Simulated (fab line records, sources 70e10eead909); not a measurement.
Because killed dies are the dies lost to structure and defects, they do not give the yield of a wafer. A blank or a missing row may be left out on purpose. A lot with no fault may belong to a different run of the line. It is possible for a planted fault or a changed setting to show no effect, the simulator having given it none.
Which tool is to blame? :: flow nand-harc :: 14 lots with 42 wafers sampled at 4 steps, on a route of 1159 steps

WHAT THE GAUGES READ, wafer by wafer
The record holds no reading of a measuring or inspecting step that can be judged against a usual standard deviation.

WHAT TOOL EACH LOT RAN ON (gives the tool, then ch and the chambers of the sampled wafers, and finally the start)
lot: L238
NHARC_A_CONTACT_ETCH_120: har-cap-etch-02 ch 0,1, day 16 05:02
NHARC_A_CONTACT_PEB_67: litho-track-06 ch 0, day 16 09:50
NHARC_A_CONTACT_ETCH_75: rie-diel-03 ch 0,2, day 16 10:13
NHARC_A_CONTACT_ETCH_77: rie-diel-03 ch 2,3, no start

lot: L241
NHARC_A_CONTACT_ETCH_120: har-cap-etch-02 ch 0,1, day 16 16:52
NHARC_A_CONTACT_PEB_67: litho-track-01 ch 0, day 16 21:53
NHARC_A_CONTACT_ETCH_75: rie-diel-03 ch 0,1,3, day 16 22:14
NHARC_A_CONTACT_ETCH_77: rie-diel-03 ch 1,3, no start

lot: L239
NHARC_A_CONTACT_ETCH_120: har-cap-etch-03 ch 0,1, day 16 17:03
NHARC_A_CONTACT_PEB_67: litho-track-06 ch 0, day 16 22:28
NHARC_A_CONTACT_ETCH_75: rie-diel-03 ch 0,1, day 16 23:09
NHARC_A_CONTACT_ETCH_77: rie-diel-03 ch 0,3, no start

lot: L240
NHARC_A_CONTACT_ETCH_120: har-cap-etch-01 ch 0, day 17 11:06
NHARC_A_CONTACT_PEB_67: litho-track-04 ch 0, day 17 15:40
NHARC_A_CONTACT_ETCH_75: rie-diel-12 ch 1,3, day 17 17:23
NHARC_A_CONTACT_ETCH_77: rie-diel-12 ch 0,3, no start

lot: L243
NHARC_A_CONTACT_ETCH_120: har-cap-etch-01 ch 0,1, day 17 22:10
NHARC_A_CONTACT_PEB_67: litho-track-04 ch 0, day 18 04:22
NHARC_A_CONTACT_ETCH_75: rie-diel-03 ch 0,1,3, day 18 04:46
NHARC_A_CONTACT_ETCH_77: rie-diel-03 ch 1,2,3, no start

lot: L245
NHARC_A_CONTACT_ETCH_120: har-cap-etch-02 ch 0,1, day 18 03:14
NHARC_A_CONTACT_PEB_67: litho-track-06, day 18 10:53
NHARC_A_CONTACT_ETCH_75: rie-diel-11 ch 0,1,3, day 18 11:15
NHARC_A_CONTACT_ETCH_77: rie-diel-11 ch 0,2,3, no start

lot: L246
NHARC_A_CONTACT_ETCH_120: har-cap-etch-03 ch 0,1, day 18 16:14
NHARC_A_CONTACT_PEB_67: litho-track-06, day 18 20:55
NHARC_A_CONTACT_ETCH_75: rie-diel-11 ch 0,3, day 18 21:16
NHARC_A_CONTACT_ETCH_77: rie-diel-11 ch 0,2, no start

lot: L247
NHARC_A_CONTACT_ETCH_120: har-cap-etch-02 ch 0,1, day 18 16:38
NHARC_A_CONTACT_PEB_67: litho-track-01 ch 0, day 18 21:06
NHARC_A_CONTACT_ETCH_75: rie-diel-03 ch 0,2,3, day 18 21:27
NHARC_A_CONTACT_ETCH_77: rie-diel-03 ch 2,3, no start

lot: L254
NHARC_A_CONTACT_ETCH_120: har-cap-etch-03 ch 0,1, day 20 02:25
NHARC_A_CONTACT_PEB_67: litho-track-06 ch 0, day 20 10:14
NHARC_A_CONTACT_ETCH_75: rie-diel-03 ch 0,1,3, day 20 10:38
NHARC_A_CONTACT_ETCH_77: rie-diel-03 ch 0,1, no start

lot: L257
NHARC_A_CONTACT_ETCH_120: har-cap-etch-03 ch 0,1, day 20 08:20
NHARC_A_CONTACT_PEB_67: litho-track-01 ch 0, day 20 13:52
NHARC_A_CONTACT_ETCH_75: rie-diel-11 ch 0,1,2, day 20 14:13
NHARC_A_CONTACT_ETCH_77: rie-diel-11 ch 1,2, no start

lot: L256
NHARC_A_CONTACT_ETCH_120: har-cap-etch-02 ch 0,1, day 20 21:46
NHARC_A_CONTACT_PEB_67: litho-track-04 ch 0, day 21 02:35
NHARC_A_CONTACT_ETCH_75: rie-diel-12 ch 0,2,3, day 21 02:56
NHARC_A_CONTACT_ETCH_77: rie-diel-12 ch 0,1,2, no start

lot: L258
NHARC_A_CONTACT_ETCH_120: har-cap-etch-03 ch 1, day 21 13:52
NHARC_A_CONTACT_PEB_67: litho-track-01 ch 0, day 21 18:32
NHARC_A_CONTACT_ETCH_75: rie-diel-12 ch 0,2,3, day 21 18:55
NHARC_A_CONTACT_ETCH_77: rie-diel-12 ch 0,3, no start

lot: L260
NHARC_A_CONTACT_ETCH_120: har-cap-etch-02 ch 0,1, day 21 14:59
NHARC_A_CONTACT_PEB_67: litho-track-06 ch 0, day 21 20:17
NHARC_A_CONTACT_ETCH_75: rie-diel-12 ch 1,2, day 21 20:38
NHARC_A_CONTACT_ETCH_77: rie-diel-12 ch 2,3, no start

lot: L259
NHARC_A_CONTACT_ETCH_120: har-cap-etch-03 ch 0,1, day 22 04:17
NHARC_A_CONTACT_PEB_67: litho-track-04 ch 0, day 22 09:31
NHARC_A_CONTACT_ETCH_75: rie-diel-03 ch 1,2,3, day 22 09:53
NHARC_A_CONTACT_ETCH_77: rie-diel-03 ch 0,2,3, no start
- NHARC_A_CONTACT_ETCH_120: etches the open film in C4F8/O2/Ar, time 94 s, target depth 922 nm.
- NHARC_A_CONTACT_PEB_67: peb time 65 s.
- NHARC_A_CONTACT_ETCH_75: etches the open film in CF4, target depth 39 nm, time 65 s.
- NHARC_A_CONTACT_ETCH_77: etches the open film in CF4/CHF3, target depth 72.6 nm, time 36.3 s.

AS READ BY THE TOOLS THEMSELVES (means over the sampled wafers that have a number; for cases with no such wafer, the mark the record gives instead)
NHARC_A_CONTACT_ETCH_120.
lot: L238
tool: har-cap-etch-02
oes-air-line-au (a.u.): 0.989

lot: L241
tool: har-cap-etch-02
oes-air-line-au (a.u.): 1.033

lot: L239
tool: har-cap-etch-03
oes-air-line-au (a.u.): 0.976

lot: L240
tool: har-cap-etch-01
oes-air-line-au (a.u.): 0.989

lot: L243
tool: har-cap-etch-01
oes-air-line-au (a.u.): 0.975

lot: L245
tool: har-cap-etch-02
oes-air-line-au (a.u.): 1.018

lot: L246
tool: har-cap-etch-03
oes-air-line-au (a.u.): 1.002

lot: L247
tool: har-cap-etch-02
oes-air-line-au (a.u.): 1.003

lot: L254
tool: har-cap-etch-03
oes-air-line-au (a.u.): 1.004

lot: L257
tool: har-cap-etch-03
oes-air-line-au (a.u.): 1.009

lot: L256
tool: har-cap-etch-02
oes-air-line-au (a.u.): 1.008

lot: L258
tool: har-cap-etch-03
oes-air-line-au (a.u.): 0.987

lot: L260
tool: har-cap-etch-02
oes-air-line-au (a.u.): 1.003

lot: L259
tool: har-cap-etch-03
oes-air-line-au (a.u.): 1.004

NHARC_A_CONTACT_PEB_67.
lot: L238
tool: litho-track-06
chill-plate-temp-C (C): 22.92
exhaust-pa (Pa): 44.3

lot: L241
tool: litho-track-01
chill-plate-temp-C (C): 23.12
exhaust-pa (Pa): 45.5

lot: L239
tool: litho-track-06
chill-plate-temp-C (C): 23.06
exhaust-pa (Pa): 44.7

lot: L240
tool: litho-track-04
chill-plate-temp-C (C): 22.90
exhaust-pa (Pa): 45.8

lot: L243
tool: litho-track-04
chill-plate-temp-C (C): 22.88
exhaust-pa (Pa): 46.2

lot: L245
tool: litho-track-06
chill-plate-temp-C (C): -
exhaust-pa (Pa): -

lot: L246
tool: litho-track-06
chill-plate-temp-C (C): -
exhaust-pa (Pa): -

lot: L247
tool: litho-track-01
chill-plate-temp-C (C): 23.03
exhaust-pa (Pa): 43.9

lot: L254
tool: litho-track-06
chill-plate-temp-C (C): 22.95
exhaust-pa (Pa): 44.2

lot: L257
tool: litho-track-01
chill-plate-temp-C (C): 23.00
exhaust-pa (Pa): 44.8

lot: L256
tool: litho-track-04
chill-plate-temp-C (C): 22.84
exhaust-pa (Pa): 44.3

lot: L258
tool: litho-track-01
chill-plate-temp-C (C): 22.89
exhaust-pa (Pa): 46.2

lot: L260
tool: litho-track-06
chill-plate-temp-C (C): 23.04
exhaust-pa (Pa): 44.7

lot: L259
tool: litho-track-04
chill-plate-temp-C (C): 23.10
exhaust-pa (Pa): 44.9

NHARC_A_CONTACT_ETCH_75.
lot: L238
tool: rie-diel-03
cf4-flow-sccm (sccm): 149.2
drypump-motor-current-A (A): 5.8
oes-product-au (a.u.): 1.015
rf-vpp-V (V): 150.1
showerhead-plenum-p-Torr (Torr): 1.78
throttle-valve-pct (%): 13.281

lot: L241
tool: rie-diel-03
cf4-flow-sccm (sccm): 150.1
drypump-motor-current-A (A): 6.2
oes-product-au (a.u.): 0.997
rf-vpp-V (V): 149.8
showerhead-plenum-p-Torr (Torr): 1.71
throttle-valve-pct (%): 13.281

lot: L239
tool: rie-diel-03
cf4-flow-sccm (sccm): 149.9
drypump-motor-current-A (A): 5.9
oes-product-au (a.u.): 1.005
rf-vpp-V (V): 150.9
showerhead-plenum-p-Torr (Torr): 1.72
throttle-valve-pct (%): 13.281

lot: L240
tool: rie-diel-12
cf4-flow-sccm (sccm): 150.1
drypump-motor-current-A (A): 5.6
oes-product-au (a.u.): 1.002
rf-vpp-V (V): 151.9
showerhead-plenum-p-Torr (Torr): 1.84
throttle-valve-pct (%): 13.284

lot: L243
tool: rie-diel-03
cf4-flow-sccm (sccm): 149.8
drypump-motor-current-A (A): 6.2
oes-product-au (a.u.): 0.997
rf-vpp-V (V): 150.2
showerhead-plenum-p-Torr (Torr): 1.71
throttle-valve-pct (%): 13.286

lot: L245
tool: rie-diel-11
cf4-flow-sccm (sccm): 149.9
drypump-motor-current-A (A): 6.0
oes-product-au (a.u.): 1.001
rf-vpp-V (V): 150.8
showerhead-plenum-p-Torr (Torr): 1.74
throttle-valve-pct (%): 13.276

lot: L246
tool: rie-diel-11
cf4-flow-sccm (sccm): 150.2
drypump-motor-current-A (A): 6.3
oes-product-au (a.u.): 1.000
rf-vpp-V (V): 149.8
showerhead-plenum-p-Torr (Torr): 1.66
throttle-valve-pct (%): 13.276

lot: L247
tool: rie-diel-03
cf4-flow-sccm (sccm): 150.3
drypump-motor-current-A (A): 6.0
oes-product-au (a.u.): 0.996
rf-vpp-V (V): 150.9
showerhead-plenum-p-Torr (Torr): 1.77
throttle-valve-pct (%): 13.276

lot: L254
tool: rie-diel-03
cf4-flow-sccm (sccm): 149.8
drypump-motor-current-A (A): 6.2
oes-product-au (a.u.): 0.991
rf-vpp-V (V): 149.7
showerhead-plenum-p-Torr (Torr): 1.70
throttle-valve-pct (%): 13.285

lot: L257
tool: rie-diel-11
cf4-flow-sccm (sccm): 149.6
drypump-motor-current-A (A): 5.9
oes-product-au (a.u.): 1.014
rf-vpp-V (V): 151.8
showerhead-plenum-p-Torr (Torr): 1.81
throttle-valve-pct (%): 13.281

lot: L256
tool: rie-diel-12
cf4-flow-sccm (sccm): 149.3
drypump-motor-current-A (A): 5.6
oes-product-au (a.u.): 1.013
rf-vpp-V (V): 151.2
showerhead-plenum-p-Torr (Torr): 1.76
throttle-valve-pct (%): 13.286

lot: L258
tool: rie-diel-12
cf4-flow-sccm (sccm): 150.3
drypump-motor-current-A (A): 5.7
oes-product-au (a.u.): 1.008
rf-vpp-V (V): 150.5
showerhead-plenum-p-Torr (Torr): 1.76
throttle-valve-pct (%): 13.278

lot: L260
tool: rie-diel-12
cf4-flow-sccm (sccm): 150.1
drypump-motor-current-A (A): 5.7
oes-product-au (a.u.): 0.995
rf-vpp-V (V): 151.6
showerhead-plenum-p-Torr (Torr): 1.81
throttle-valve-pct (%): 13.282

lot: L259
tool: rie-diel-03
cf4-flow-sccm (sccm): 150.0
drypump-motor-current-A (A): 6.1
oes-product-au (a.u.): 0.999
rf-vpp-V (V): 150.5
showerhead-plenum-p-Torr (Torr): 1.74
throttle-valve-pct (%): 13.291

NHARC_A_CONTACT_ETCH_77.
lot: L238
tool: rie-diel-03
cf4-flow-sccm (sccm): 100.19
drypump-motor-current-A (A): 5.9
oes-product-au (a.u.): 0.962
rf-vpp-V (V): 370.9
showerhead-plenum-p-Torr (Torr): 1.61
throttle-valve-pct (%): 16.801

lot: L241
tool: rie-diel-03
cf4-flow-sccm (sccm): 99.79
drypump-motor-current-A (A): 6.2
oes-product-au (a.u.): 0.924
rf-vpp-V (V): 368.0
showerhead-plenum-p-Torr (Torr): 1.49
throttle-valve-pct (%): 16.797

lot: L239
tool: rie-diel-03
cf4-flow-sccm (sccm): 99.90
drypump-motor-current-A (A): 6.2
oes-product-au (a.u.): 0.942
rf-vpp-V (V): 370.6
showerhead-plenum-p-Torr (Torr): 1.55
throttle-valve-pct (%): 16.801

lot: L240
tool: rie-diel-12
cf4-flow-sccm (sccm): 100.33
drypump-motor-current-A (A): 5.9
oes-product-au (a.u.): 0.919
rf-vpp-V (V): 372.1
showerhead-plenum-p-Torr (Torr): 1.62
throttle-valve-pct (%): 16.800

lot: L243
tool: rie-diel-03
cf4-flow-sccm (sccm): 100.04
drypump-motor-current-A (A): 6.1
oes-product-au (a.u.): 0.918
rf-vpp-V (V): 369.5
showerhead-plenum-p-Torr (Torr): 1.55
throttle-valve-pct (%): 16.809

lot: L245
tool: rie-diel-11
cf4-flow-sccm (sccm): 99.72
drypump-motor-current-A (A): 6.1
oes-product-au (a.u.): 0.921
rf-vpp-V (V): 370.1
showerhead-plenum-p-Torr (Torr): 1.55
throttle-valve-pct (%): 16.803

lot: L246
tool: rie-diel-11
cf4-flow-sccm (sccm): 99.92
drypump-motor-current-A (A): 6.0
oes-product-au (a.u.): 0.971
rf-vpp-V (V): 371.7
showerhead-plenum-p-Torr (Torr): 1.62
throttle-valve-pct (%): 16.809

lot: L247
tool: rie-diel-03
cf4-flow-sccm (sccm): 100.25
drypump-motor-current-A (A): 6.3
oes-product-au (a.u.): 0.921
rf-vpp-V (V): 370.7
showerhead-plenum-p-Torr (Torr): 1.57
throttle-valve-pct (%): 16.800

lot: L254
tool: rie-diel-03
cf4-flow-sccm (sccm): 100.01
drypump-motor-current-A (A): 6.0
oes-product-au (a.u.): 0.931
rf-vpp-V (V): 367.7
showerhead-plenum-p-Torr (Torr): 1.50
throttle-valve-pct (%): 16.805

lot: L257
tool: rie-diel-11
cf4-flow-sccm (sccm): 100.05
drypump-motor-current-A (A): 6.0
oes-product-au (a.u.): 0.941
rf-vpp-V (V): 374.2
showerhead-plenum-p-Torr (Torr): 1.67
throttle-valve-pct (%): 16.800

lot: L256
tool: rie-diel-12
cf4-flow-sccm (sccm): 100.15
drypump-motor-current-A (A): 5.8
oes-product-au (a.u.): 0.928
rf-vpp-V (V): 370.8
showerhead-plenum-p-Torr (Torr): 1.59
throttle-valve-pct (%): 16.807

lot: L258
tool: rie-diel-12
cf4-flow-sccm (sccm): 99.75
drypump-motor-current-A (A): 5.8
oes-product-au (a.u.): 0.972
rf-vpp-V (V): 371.9
showerhead-plenum-p-Torr (Torr): 1.61
throttle-valve-pct (%): 16.793

lot: L260
tool: rie-diel-12
cf4-flow-sccm (sccm): 99.93
drypump-motor-current-A (A): 5.4
oes-product-au (a.u.): 0.937
rf-vpp-V (V): 371.0
showerhead-plenum-p-Torr (Torr): 1.57
throttle-valve-pct (%): 16.807

lot: L259
tool: rie-diel-03
cf4-flow-sccm (sccm): 99.87
drypump-motor-current-A (A): 6.1
oes-product-au (a.u.): 0.926
rf-vpp-V (V): 371.1
showerhead-plenum-p-Torr (Torr): 1.57
throttle-valve-pct (%): 16.795

THE ANSWER, worked out from the rows above alone
Rule: usual is defined by the lots themselves. Put in order of their means at a reading, lots are off if they are a third of the lots or fewer, leave a main group of 4 or more, and stand apart from it by a gap of 3 or more times the standard deviation of the main group's means; of several such gaps the widest counts. The tables above print the reading to a certain number of digits; a main group whose means all agree to those digits is not used. Also off: a lot with no number at a reading for which 4 or more lots have one. Where the step has rows for the other lots, those lots are counted as sound. After the gauges, taken in route order, come the tools' own readings; for these a lot's mean is taken, as printed above. The first step at which some lot is off is used, and at that step the reading that is off furthest; a lot without a number counts as furthest.
Off: L245, L246 (NHARC_A_CONTACT_PEB_67, chill-plate-temp-C). Without a number there: L245, L246. For the main group the mean is 22.98 C and the standard deviation 0.089.
A tool fits if, at that step or a process step before it, it ran every lot that is off, and no sound lot after the first of them. Not one of the candidates tried fits.

WHAT THE SIMULATOR HAD INSERTED
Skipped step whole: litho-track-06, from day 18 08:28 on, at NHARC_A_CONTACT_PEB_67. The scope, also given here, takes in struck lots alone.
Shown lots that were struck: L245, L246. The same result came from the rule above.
